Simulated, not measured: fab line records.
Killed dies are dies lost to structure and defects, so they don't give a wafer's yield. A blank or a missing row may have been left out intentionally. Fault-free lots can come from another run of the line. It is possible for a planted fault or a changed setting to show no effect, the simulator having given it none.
Struck lot and sound lot, side by side ; flow n5-finfet ; 15 steps out of a route of 1938
Sound: the wafers L786.3, L786.4, L786.6. Struck: wafer L801.3. (L801.2, L801.4 of the same lot were not struck and are left out.) The cause comes at the end.
For every step that has rows: the tool of each side, followed by ch and its chambers, followed by its first start. Under that, the readings that differ: sound wafers ; struck wafers ; difference of the means ; sigmas: that difference in standard deviations of wafers without a fault.
alike: same words and numbers on both sides, and readings whose means sit less than 2 such deviations apart. not compared: any withheld reading, any reading some wafer has no value for, any bound like >300 that may hide the same value, and any number with overlapping values for which the record gives no deviation.
A row with sigmas, a row that says differs or no value, or rows on one side alone: a step with any of these is where the two part. Numbers that have no deviation but don't overlap get no sigmas and don't part them. Lack of a reading on every wafer of one side parts them only where that side has two or more wafers.

first, 1 step without rows for these wafers: N5_BEOL_M2_STRIP_36 (strips in N2/H2).
N5_BEOL_M2_TRENCH_ETCH_37: etches SiOC in C4F6/O2, target depth 55.555 nm, time 29.2 s.
  sound on rie-diel-01 ch 1,2,3; struck on rie-diel-01 ch 2
  alike: drypump-motor-current-A, mfc-ar-sccm, oes-product-au, rf-vpp-V, showerhead-plenum-p-Torr, throttle-valve-pct
  not compared: rf-hours-counter-h
N5_BEOL_M2_ETCH_41: etches SiCN in CH3F/O2, target depth 29.9 nm, time 52.5 s.
  sound on rie-diel-01 ch 1,2,3; struck on rie-diel-01 ch 2
  alike: drypump-motor-current-A, mfc-ar-sccm, oes-product-au, rf-vpp-V, showerhead-plenum-p-Torr, throttle-valve-pct
  not compared: rf-hours-counter-h
N5_BEOL_M2_STRIP_97: strips in N2/H2, time 10 s.
  sound on rie-diel-01 ch 1,2,3; struck on rie-diel-01 ch 2
  alike: drypump-motor-current-A, oes-product-au, rf-vpp-V, showerhead-plenum-p-Torr, throttle-valve-pct
  not compared: rf-hours-counter-h
N5_BEOL_M2_OCD_MEAS_38:
  sound on ocd-02, day 8 15:15; struck on ocd-01, day 12 20:44
  alike: trench-depth-nm
then, 4 steps without rows for these wafers: N5_BEOL_M2_HM_STRIP_39 (strips TiN in peroxide tin strip, target depth 25 nm, time 158 s); N5_BEOL_M2_SRD_40 (time 30 s); N5_BEOL_M2_PRECLEAN_42 (cleans in residue remover, time 60 s); N5_BEOL_M2_SRD_43 (time 30 s).
N5_BEOL_M2_CD_MEAS_35: target cd 18 nm, target cd y 22.2 nm.
  sound on cd-sem-01, day 8 15:24; struck on cd-sem-03, day 12 20:54
  alike: cd-nm
N5_BEOL_M2_DEGAS_44: time 60 s.
  sound on pvd-sputter-02, day 8 15:37; struck on pvd-sputter-02, day 12 20:56
  alike: heater-power-w
then, 1 step without rows for these wafers: N5_BEOL_M2_PRE_CLEAN_45 (time 30 s).
N5_BEOL_M2_ALD_84: deposits TaN, pulse time 2 s, purge time 3 s, co reactant purge time 2 s.
  sound on ald-metal-04 ch 1,3, day 8 15:43; struck on ald-metal-02 ch 0, day 12 21:16
reading;sound;struck;difference;sigmas
pulse-time-s (s);2 2 2;1.2804;-0.7196;
  alike: heater-power-w, precursor-vessel-carrier-sccm
N5_BEOL_M2_SURFACE_TREAT_85:
  sound on pvd-sputter-02, day 8 15:57; struck on pvd-sputter-01, day 12 22:42
  alike: ar-flow-sccm
  not compared: throttle-valve-pct
N5_BEOL_M4_RC_MEAS_101:
  sound on prober-02 ch 0, day 9 21:12; struck on prober-02 ch 0, day 14 07:38
reading;sound;struck;difference;sigmas
DIBL_P (mV/V);32.0 33.3 35.1;37.0;+3.5;+2
  alike: DIBL_N, IOFF_N, IOFF_P, ION_N, ION_P, SS_N, SS_P, VT_N, VT_P

WHERE THEY PART
N5_BEOL_M4_RC_MEAS_101 only, going by this record.

WHY: the cause the simulator had injected
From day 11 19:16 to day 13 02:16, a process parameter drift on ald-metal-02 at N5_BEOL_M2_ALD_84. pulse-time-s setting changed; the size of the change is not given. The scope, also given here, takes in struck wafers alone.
